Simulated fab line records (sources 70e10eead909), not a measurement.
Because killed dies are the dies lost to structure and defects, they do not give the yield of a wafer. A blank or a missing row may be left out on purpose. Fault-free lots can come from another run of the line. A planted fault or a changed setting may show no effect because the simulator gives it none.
Chamber matching -- flow nand harc -- NHARC_P_M1_DESCUM_14 on rie diel-12 has 4 sister chambers
The step chemistry O2, time 3 s. 14 wafers are shown with their chamber, then 7 later ones without.

## WAFERS, EACH WITH ITS CHAMBER
wafer,chamber,drypump motor current A (A),rf vpp V (V),o2 flow sccm (sccm)
L385.3,2,6.5,58.6,200.1
L385.5,2,6.5,59.6,200.8
L385.6,3,6.1,57.2,199.4
L388.2,1,5.5,56.3,200.8
L388.5,0,6.1,56.5,200.0
L388.6,1,5.5,55.4,200.4
L392.1,2,6.5,57.0,201.0
L392.4,1,5.5,56.3,200.4
L392.5,2,6.5,57.9,198.9
L394.1,1,5.5,58.1,200.0
L394.4,0,6.0,59.4,200.3
L394.5,3,6.1,56.8,199.5
L398.4,1,5.5,57.7,199.6
L398.5,2,6.5,59.7,198.7

SIGNATURES (averages over the wafers above)
reading,chamber 0,chamber 1,chamber 2,chamber 3,scatter within a chamber
drypump motor current A,6.050,5.500,6.500,6.100,0.0224
rf vpp V,57.950,56.760,58.560,57.000,1.2
o2 flow sccm,200.150,200.240,199.900,199.450,0.734
Rule: for a wafer and a chamber, the distance is found by dividing, reading by reading, the gap between the wafer's reading and the chamber's mean by the reading's scatter, squaring, summing and taking the root. If the next closest chamber is less than 2 further off than the closest, the wafer can't be placed; otherwise it belongs to the closest. The scatter is the square root of a quotient: the sum, over the shown wafers, of each reading's squared deviation from its chamber's mean, divided by wafers minus chambers.

## WAFERS WITHOUT THEIR CHAMBER
wafer,drypump motor current A (A),rf vpp V (V),o2 flow sccm (sccm)
L398.6,6.2,57.5,200.0
L403.1,6.5,58.6,199.9
L403.2,5.5,56.2,198.9
L403.3,6.1,58.2,199.1
L402.2,6.1,56.4,199.4
L402.3,6.1,57.1,199.8
L402.6,6.2,56.0,199.9

## EACH ONE'S CHAMBER
wafer,from the rows above,in truth
L398.6,3,3
L403.1,2,2
L403.2,1,1
L403.3,can't be placed: 3 or 0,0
L402.2,3,3
L402.3,can't be placed: 3 or 0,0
L402.6,3,3
Placed correctly: 5 of 7. From these rows, 2 cannot be placed; in 2 the true chamber is one of the candidates. 0 placed wrongly.
